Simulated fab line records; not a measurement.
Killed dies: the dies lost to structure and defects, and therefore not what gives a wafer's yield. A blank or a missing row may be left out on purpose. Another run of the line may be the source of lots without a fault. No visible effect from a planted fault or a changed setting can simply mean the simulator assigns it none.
Matching of chambers | flow n5_finfet | N5_FIN_CUT_CUT_ETCH_26 on rie_diel-04: 4 sister chambers
The step etches SiNx in CH3F/O2, target depth 39 nm, time 55.7 s. 14 wafers are shown with their chamber, then 7 later ones without.

## WAFERS PAIRED WITH THEIR CHAMBERS
wafer  | chamber | drypump_motor_current_A (A) | showerhead_plenum_p_Torr (Torr) | throttle_valve_pct (%)
L075.3 | 0       | 5.4                         | 2.08                            | 16.20
L075.4 | 1       | 4.7                         | 2.10                            | 16.13
L075.5 | 1       | 4.7                         | 2.10                            | 16.14
L076.3 | 1       | 4.7                         | 2.10                            | 16.13
L076.4 | 3       | 6.7                         | 1.96                            | 16.09
L076.6 | 1       | 4.7                         | 2.10                            | 16.15
L084.3 | 1       | 4.7                         | 2.09                            | 16.16
L084.5 | 2       | 6.4                         | 1.97                            | 16.47
L084.6 | 3       | 6.8                         | 1.95                            | 16.12
L086.1 | 3       | 6.7                         | 1.95                            | 16.13
L086.3 | 1       | 4.7                         | 2.09                            | 16.18
L086.5 | 1       | 4.7                         | 2.09                            | 16.17
L087.3 | 2       | 6.5                         | 1.97                            | 16.48
L087.4 | 0       | 5.3                         | 2.07                            | 16.23

SIGNATURES (means of the wafers above)
reading                  | chamber 0 | chamber 1 | chamber 2 | chamber 3 | scatter within a chamber
drypump_motor_current_A  | 5.350     | 4.700     | 6.450     | 6.733     | 0.0408
showerhead_plenum_p_Torr | 2.0750    | 2.0957    | 1.9700    | 1.9533    | 0.00537
throttle_valve_pct       | 16.2150   | 16.1514   | 16.4750   | 16.1133   | 0.0191
Rule: a wafer lies at a distance from a chamber equal to the root of the sum of squares, over the readings, of (its reading less the chamber's mean, divided by the reading's scatter). The wafer belongs to the nearest chamber; if the next one is less than 2 further off, it can't be placed. How the scatter is found: for the shown wafers, subtract from each reading the mean of its chamber, square and add these, divide the total by (wafers less chambers), then take the root.

## WAFERS WITH NO CHAMBER GIVEN
wafer  | drypump_motor_current_A (A) | showerhead_plenum_p_Torr (Torr) | throttle_valve_pct (%)
L087.6 | 4.7                         | 2.09                            | 16.17
L090.1 | 4.7                         | 2.09                            | 16.19
L090.3 | 5.4                         | 2.07                            | 16.24
L090.5 | 4.7                         | 2.09                            | 16.19
L094.1 | 6.5                         | 1.97                            | 15.98
L094.4 | 6.8                         | 1.95                            | 16.17
L094.6 | 5.4                         | 2.06                            | 16.28

## THE CHAMBER EACH PASSED THROUGH
wafer  | from the rows above | in truth
L087.6 | 1                   | 1
L090.1 | 1                   | 1
L090.3 | 0                   | 0
L090.5 | 1                   | 1
L094.1 | 3                   | 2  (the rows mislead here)
L094.4 | 3                   | 3
L094.6 | 0                   | 0
Correctly placed: 6 of 7. Left unplaced by these rows: 0. Placed wrongly: 1.
